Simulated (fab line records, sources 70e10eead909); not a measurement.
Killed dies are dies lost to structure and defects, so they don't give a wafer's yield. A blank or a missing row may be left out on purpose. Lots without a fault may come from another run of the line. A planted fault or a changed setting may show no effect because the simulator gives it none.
Chamber matching | flow nand_harc | NHARC_A_STAIRCASE_DEP_322 on pecvd-01: 3 sister chambers
The step deposits SiO2, target thk 7200 nm. 14 wafers are shown with their chamber, then 7 later ones without.

WAFERS WITH THEIR CHAMBER
wafer  | chamber | heater_power_w (W) | heater_power_outer_w (W) | mfc_precursor_sccm (sccm)
L075.1 | 1       | 564                | 371                      | 201.2
L075.2 | 0       | 707                | 428                      | 199.4
L075.6 | 1       | 527                | 320                      | 200.4
L074.3 | 2       | 719                | 374                      | 200.0
L074.4 | 2       | 696                | 345                      | 200.1
L074.5 | 1       | 509                | 329                      | 200.5
L080.2 | 1       | 643                | 407                      | 200.4
L080.3 | 0       | 833                | 507                      | 201.4
L080.4 | 1       | 515                | 335                      | 200.5
L082.1 | 2       | 851                | 469                      | 199.5
L082.3 | 1       | 633                | 422                      | 200.9
L082.5 | 2       | 686                | 355                      | 199.8
L084.1 | 2       | 760                | 390                      | 199.9
L084.2 | 1       | 667                | 427                      | 200.3

SIGNATURES (means of the wafers above)
reading              | chamber 0 | chamber 1 | chamber 2 | scatter within a chamber
heater_power_w       | 770.00    | 579.71    | 742.40    | 69.2
heater_power_outer_w | 467.50    | 373.00    | 386.60    | 48.1
mfc_precursor_sccm   | 200.400   | 200.600   | 199.860   | 0.509
Rule: a wafer's distance from a chamber is the root of the sum, over the readings, of the square of ((its reading less the chamber's mean) divided by the reading's scatter). The wafer belongs to the nearest chamber; if the next one is less than 2 further off, it can't be placed. The scatter: the root of (the sum of the squares of (reading less its chamber's mean) over the shown wafers, divided by (wafers less chambers)).

WAFERS WITHOUT THEIR CHAMBER
wafer  | heater_power_w (W) | heater_power_outer_w (W) | mfc_precursor_sccm (sccm)
L084.3 | 694                | 404                      | 200.2
L087.2 | 671                | 439                      | 199.8
L087.5 | 679                | 384                      | 200.3
L087.6 | 565                | 381                      | 199.7
L094.1 | 739                | 453                      | 199.6
L094.3 | 639                | 421                      | 199.9
L094.4 | 693                | 345                      | 200.6

WHICH CHAMBER EACH WENT THROUGH
wafer  | from the rows above          | in truth
L084.3 | can't be placed: 2 or 0 or 1 | 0
L087.2 | can't be placed: 2 or 0 or 1 | 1
L087.5 | can't be placed: 2 or 1 or 0 | 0
L087.6 | can't be placed: 1 or 2 or 0 | 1
L094.1 | can't be placed: 2 or 0 or 1 | 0
L094.3 | can't be placed: 2 or 1 or 0 | 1
L094.4 | can't be placed: 1 or 2 or 0 | 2
Placed correctly: 0 of 7. Can't be placed from these rows: 7 (the true chamber is among the candidates in 7). Placed wrongly: 0.
